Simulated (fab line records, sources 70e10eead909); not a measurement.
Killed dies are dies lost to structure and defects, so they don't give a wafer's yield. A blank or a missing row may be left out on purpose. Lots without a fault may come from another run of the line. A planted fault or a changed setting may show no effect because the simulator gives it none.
Which tool did it? | flow nand_harc | 6 lots, 18 wafers sampled, at 5 steps of a route of 1159

WHAT THE GAUGES READ, wafer by wafer
NHARC_P_GATE_CD_MEAS_46: target cd 720 nm.
lot  | measured     | on        | cd_nm (nm)
L622 | day 6 13:59  | cd_sem-03 | - - -
L630 | day 8 15:31  | cd_sem-01 | 719.6 716.9 717.9
L632 | day 9 03:28  | cd_sem-01 | 718.5 717.5 720.1
L633 | day 9 06:28  | cd_sem-01 | 716.2 716.8 717.6
L636 | day 9 23:45  | cd_sem-03 | 719.1 720.2 719.8
L639 | day 10 11:37 | cd_sem-02 | 716.3 719.1 716.4

WHICH TOOL RAN EACH LOT (tool, then ch and the chambers of the sampled wafers, then the start)
lot  | NHARC_P_STI_CMP_21           | NHARC_P_GATE_DEP_103           | NHARC_P_GATE_STRIP_101            | NHARC_P_GATE_EXPOSE_43
L622 | cmp-03 ch 1,2, day 4 16:52   | pecvd-04 ch 0,1,2, day 6 01:22 | rie_diel-11 ch 0,1, day 6 13:03   | krf_scanner-01 ch 0, day 6 13:50
L630 | cmp-03 ch 0,1, day 6 17:33   | pecvd-03 ch 0,1,2, day 8 02:51 | rie_diel-11 ch 0,1,2, day 8 14:35 | krf_scanner-02 ch 0, day 8 15:22
L632 | cmp-03 ch 0,1,3, day 7 04:14 | pecvd-01 ch 0,1,2, day 8 14:45 | rie_diel-11 ch 1,2, day 9 02:32   | krf_scanner-01 ch 0, day 9 03:18
L633 | cmp-02 ch 0,1,3, day 7 10:00 | pecvd-04 ch 1,2, day 8 15:52   | rie_diel-11 ch 0,1,3, day 9 05:32 | krf_scanner-01 ch 0, day 9 06:18
L636 | cmp-03 ch 0,3, day 8 03:53   | pecvd-01 ch 0,2, day 9 10:53   | rie_diel-10 ch 0,2,3, day 9 22:50 | krf_scanner-02 ch 0, day 9 23:36
L639 | cmp-03 ch 0,2,3, day 8 16:32 | pecvd-01 ch 0,1, day 9 22:53   | rie_diel-08 ch 2,3, day 10 10:41  | krf_scanner-04 ch 0, day 10 11:28
- NHARC_P_STI_CMP_21: polishes, t overpolish 20 s, target thk 380.67 nm.
- NHARC_P_GATE_DEP_103: deposits SiON, target thk 30 nm.
- NHARC_P_GATE_STRIP_101: strips in O2, time 20 s.
- NHARC_P_GATE_EXPOSE_43: exposes mask P NSD, target cd 720 nm.

THE ANSWER, worked out from the rows above alone
Rule: what is usual is taken from the lots themselves. Put in order of their means at a reading, lots are off if they are a third of the lots or fewer, leave a main group of 4 or more, and stand apart from it by a gap of 3 or more times the standard deviation of the main group's means; of several such gaps the widest counts. A main group whose means are all the same, to the digits that the tables above print for the reading, isn't used. A lot without any number at a reading at which 4 lots or more have one is off too. The other lots that the step has rows for count as sound.
Off: L622, at NHARC_P_GATE_CD_MEAS_46 (cd_nm). Without a number there: L622. The main group: mean 718.1 nm, standard deviation 1.
A tool fits if, at a process step before that reading, it ran every lot that is off, and no sound lot after the first of them. The gauges at NHARC_P_GATE_CD_MEAS_46 are tried like those tools. None of those tried fits.

WHAT THE SIMULATOR HAD PUT IN
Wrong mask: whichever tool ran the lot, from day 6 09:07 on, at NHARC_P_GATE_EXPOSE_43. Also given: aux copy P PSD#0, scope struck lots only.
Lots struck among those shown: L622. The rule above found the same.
